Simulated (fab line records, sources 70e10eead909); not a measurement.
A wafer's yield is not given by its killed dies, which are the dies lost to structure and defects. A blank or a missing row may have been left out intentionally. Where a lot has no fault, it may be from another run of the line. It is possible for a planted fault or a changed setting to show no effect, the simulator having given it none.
Comparing a struck lot with a sound one -- flow nandHarc -- 15 out of 1159 route steps
Sound: the wafers L999.2, L999.3, L999.4. Struck: wafer L115.3 (left out: L115.2, L115.5 of the same lot, which were not struck); the cause appears at the end.
For every step that has rows: the tool of each side, followed by ch and its chambers, followed by its first start. Under that, the readings that differ: sound wafers -- struck wafers -- difference of the means -- sigmas: that difference in standard deviations of wafers without a fault.
alike: readings whose means differ by less than 2 such deviations, and words and numbers that are the same on both sides. not compared: withheld readings, readings that some wafer has no value for, bounds like >300 that may hide the same value, and numbers for which the record gives no deviation and whose values overlap.
Wherever a step has rows on one side only, a row that says differs or no value, or a row with sigmas, the two part there. When numbers do not overlap yet have no deviation, they are printed without sigmas and do not part them. Lack of a reading on every wafer of one side parts them only where that side has two or more wafers.

first, 7 steps without rows for these wafers: NHARC_A_SGD_CUT_COAT_57 (time 65 s); NHARC_A_SGD_CUT_COAT_03 (resist thk 90 nm); NHARC_A_SGD_CUT_SOFTBAKE_04 (time 55 s); NHARC_A_SGD_CUT_EBR_05; NHARC_A_SGD_CUT_EXPOSE_06 (exposes mask SGD); NHARC_A_SGD_CUT_PEB_07 (peb time 65 s); NHARC_A_SGD_CUT_DEVELOP_08 (develop time 35 s).
NHARC_A_SGD_CUT_CD_MEAS_09: the cd target is 100 nm.
  sound on cdSem-03 ch 0, day 14 13:07; struck on cdSem-01 ch 0, day 18 12:22
reading,sound,struck,difference,sigmas
cdNm (nm),99.2 99.8 99.4,101.3,+1.8,+3
NHARC_A_SGD_CUT_OVL_MEAS_10:
  struck on overlay-01, day 18 12:27; sound on overlay-02, day 14 13:13
reading,sound,struck,difference,sigmas
overlayXNm (nm),0.6 1.1 0.7,-1.3,-2.1,-2
  alike: overlayYNm
NHARC_A_SGD_CUT_INSPECT_11:
  struck on defectInspect-02, day 18 12:29; sound on defectInspect-02, day 14 13:16
  alike: rawDefectCount
NHARC_A_SGD_CUT_DESCUM_14: chemistry O2, time 3 s.
  sound on rieDiel-08 ch 0,1,2, day 14 13:20; struck on rieDiel-08 ch 2, day 18 12:34
reading,sound,struck,difference,sigmas
rfHoursCounterH (h),1 1 1,11,+10,
  alike: drypumpMotorCurrentA, oesProductAu, rfVppV, showerheadPlenumPTorr, throttleValvePct
NHARC_A_SGD_CUT_ETCH_58: etches the open film in CF4, target depth 39 nm, time 65 s.
  sound on rieDiel-08 ch 0,1,3, day 14 13:24; struck on rieDiel-08 ch 3, day 18 12:38
reading,sound,struck,difference,sigmas
rfHoursCounterH (h),1 1 1,12,+11,
  alike: drypumpMotorCurrentA, oesProductAu, rfVppV, showerheadPlenumPTorr, throttleValvePct
NHARC_A_SGD_CUT_ETCH_59: etches the open film in N2/H2, target depth 260 nm, time 406.25 s.
  sound on rieDiel-08 ch 0,1,2, day 14 13:29; struck on rieDiel-08 ch 0, day 18 12:46
reading,sound,struck,difference,sigmas
oesProductAu (a.u.),0.988 1.003 1.015,0.882,-0.120,-11
rfHoursCounterH (h),1 1 1,12,+11,
  alike: drypumpMotorCurrentA, rfVppV, showerheadPlenumPTorr, throttleValvePct
NHARC_A_SGD_CUT_ETCH_15: etches the open film in CH3F/O2, target depth 75 nm, time 64.3 s.
  sound: rieDiel-08 ch 0,1,3; struck: rieDiel-08 ch 0
reading,sound,struck,difference,sigmas
rfHoursCounterH (h),2 2 2,12,+10,
  alike: drypumpMotorCurrentA, oesProductAu, rfVppV, showerheadPlenumPTorr, throttleValvePct
-- jump in the record: it breaks off in module A_SGD_CUT and resumes in module END (first step shown: number 1159 of the route), and 6 days separate the struck wafers' starts before and after --
NHARC_END_SORT_01:
  sound on prober-02 ch 0, day 20 20:28; struck on prober-02 ch 0, day 24 01:18
reading,sound,struck,difference,sigmas
killedAtPeriphery,9 10 13,5,-6,-2
killedOpen,8 6 1,1,-4,-2
  alike: killedAtArray, killedAtOther, killedDies, killedShort

== WHERE THEY PART ==
At NHARC_A_SGD_CUT_CD_MEAS_09 first; at NHARC_END_SORT_01 last (within this record only).

WHY: what had been put in by the simulator
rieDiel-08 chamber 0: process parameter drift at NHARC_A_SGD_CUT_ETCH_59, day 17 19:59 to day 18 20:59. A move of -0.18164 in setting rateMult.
